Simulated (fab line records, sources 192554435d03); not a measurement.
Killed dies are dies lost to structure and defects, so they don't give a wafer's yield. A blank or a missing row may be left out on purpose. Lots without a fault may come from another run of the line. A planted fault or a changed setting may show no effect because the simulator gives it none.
A struck lot beside a sound one | flow n5_finfet | 16 steps out of a route of 1938
Sound: wafers L447.4, L447.5, L447.6. Struck: wafers L461.1, L461.2, L461.6. The cause comes at the end.
At each step with rows: each side's tool, then ch and its chambers, then its first start. Under that, the readings that differ: sound wafers | struck wafers | difference of the means | sigmas: that difference in standard deviations of wafers without a fault.
alike: readings whose means differ by less than 2 such deviations, and words and numbers that are the same on both sides. not compared: withheld readings, readings that some wafer has no value for, bounds like >300 that may hide the same value, and numbers for which the record gives no deviation and whose values overlap.
The two part at a step that has a row with sigmas, a row that says differs or no value, or rows on one side only. Numbers that don't overlap but have no deviation are shown without sigmas and don't part them. A reading that every wafer of one side lacks parts them only if that side has two wafers or more.

first, 3 steps without rows for these wafers: N5_DUMMY_GATE_STRIP_38 (strips in N2/H2); N5_DUMMY_GATE_STRIP_39 (strips in N2/H2); N5_DUMMY_GATE_TRIM_49 (chemistry O2, time 29 s, target cd 14 nm).
N5_DUMMY_GATE_STRIP_40: strips in CF4.
  sound on rie_diel-06 ch 0,1,2, day 4 10:25; struck on rie_diel-05 ch 1,3, day 7 22:27
  alike: drypump_motor_current_A, oes_product_au, rf_vpp_V, showerhead_plenum_p_Torr, throttle_valve_pct
  not compared: rf_hours_counter_h
N5_DUMMY_GATE_CD_MEAS_50: target cd 14 nm.
  sound on cd_sem-03, day 4 10:29; struck on cd_sem-03, day 7 22:30
  alike: cd_nm
N5_DUMMY_GATE_ETCH_31: etches SiO2 in C4F6/O2, target depth 82.5 nm, time 27.5 s.
  sound on rie_diel-06 ch 0,1, day 4 10:31; struck on rie_diel-03 ch 0,2, day 7 22:33
  alike: drypump_motor_current_A, oes_product_au, rf_vpp_V, showerhead_plenum_p_Torr, throttle_valve_pct
  not compared: rf_hours_counter_h
then, 1 step without rows for these wafers: N5_DUMMY_GATE_STRIP_41 (strips in O2).
N5_DUMMY_GATE_HM_OPEN_21: chemistry CH3F/O2, target SiNx, target depth 120 nm, time 171.4 s.
  sound on rie_diel-06 ch 0,1, day 4 10:36; struck on rie_diel-03 ch 0,2, day 7 22:38
  alike: drypump_motor_current_A, oes_product_au, rf_vpp_V, showerhead_plenum_p_Torr, throttle_valve_pct
  not compared: rf_hours_counter_h
N5_DUMMY_GATE_ETCH_32: etches SiO2 in CF4, target depth 3.5 nm, time 3.9 s.
  sound on rie_si-01 ch 1,2,3, day 4 10:46; struck on rie_si-03 ch 1,3, day 7 22:48
  reading               | sound             | struck            | difference | sigmas
  oes_product_au (a.u.) | 0.996 1.027 1.029 | 0.989 0.970 0.977 | -0.039     | -2
  alike: drypump_motor_current_A, throttle_valve_pct
  not compared: rf_hours_counter_h
then, 2 steps without rows for these wafers: N5_DUMMY_GATE_ETCH_23 (etches poly-Si in HBr/Cl2/O2, target depth 41 nm, time 22.3 s); N5_DUMMY_GATE_ETCH_44 (etches poly-Si in HBr/O2, stops on SiO2, target depth 127.5 nm).
N5_DUMMY_GATE_CD_MEAS_24: target cd 15 nm.
  sound on cd_sem-02, day 4 10:58; struck on cd_sem-02, day 7 23:00
  alike: cd_nm
N5_DUMMY_GATE_ETCH_42: etches SiO2 in CHF3/O2, target depth 3.5 nm, time 31 s.
  sound on rie_diel-03 ch 1,2, day 4 11:01; struck on rie_diel-03 ch 1,2, day 7 23:03
  reading                  | sound             | struck            | difference | sigmas
  model.etch.depth_nm (nm) | 3.554 3.583 3.455 | 2.518 2.415 2.508 | -1.050     |
  alike: drypump_motor_current_A, oes_product_au, rf_vpp_V, showerhead_plenum_p_Torr, throttle_valve_pct
  not compared: rf_hours_counter_h
N5_DUMMY_GATE_STRIP_48: strips in N2/H2, time 20 s.
  sound on rie_diel-03 ch 1,2, day 4 11:04; struck on rie_diel-03 ch 1,2, day 7 23:05
  alike: drypump_motor_current_A, oes_product_au, rf_vpp_V, showerhead_plenum_p_Torr, throttle_valve_pct
  not compared: rf_hours_counter_h
-- the record jumps here: 6 days lie between the struck wafers' starts before and after (it left off in module DUMMY_GATE and takes up again in module BEOL_M4, whose first step shown is number 1111 of the route) --
N5_BEOL_M4_RC_MEAS_101:
  sound on prober-02 ch 0, day 10 02:15; struck on prober-02 ch 0, day 13 20:56
  alike: DIBL_N, DIBL_P, IOFF_N, IOFF_P, ION_N, ION_P, SS_N, SS_P, VT_N, VT_P
-- the record jumps here: 5 days lie between the struck wafers' starts before and after (it left off in module BEOL_M4 and takes up again in module PASSIVATION, whose first step shown is number 1936 of the route) --
N5_PASSIVATION_PROBE_49:
  sound on prober-02, day 15 01:57; struck on prober-02, day 19 03:44
  alike: defect_limited_yield, killed_at_M0_to_M3, killed_at_M4_up, killed_at_contacts, killed_at_front_end, killed_at_other, killed_dies, killed_open, killed_short, sort_bin_5_function, sort_bin_6_memory, sort_n_pass, sort_yield_pct

WHERE THEY PART
Only at N5_DUMMY_GATE_ETCH_32, within this record. Later steps at which nothing parts them and some readings are alike: N5_DUMMY_GATE_CD_MEAS_24, N5_DUMMY_GATE_ETCH_42, N5_DUMMY_GATE_STRIP_48, N5_BEOL_M4_RC_MEAS_101, N5_PASSIVATION_PROBE_49.

WHY: what the simulator had put in
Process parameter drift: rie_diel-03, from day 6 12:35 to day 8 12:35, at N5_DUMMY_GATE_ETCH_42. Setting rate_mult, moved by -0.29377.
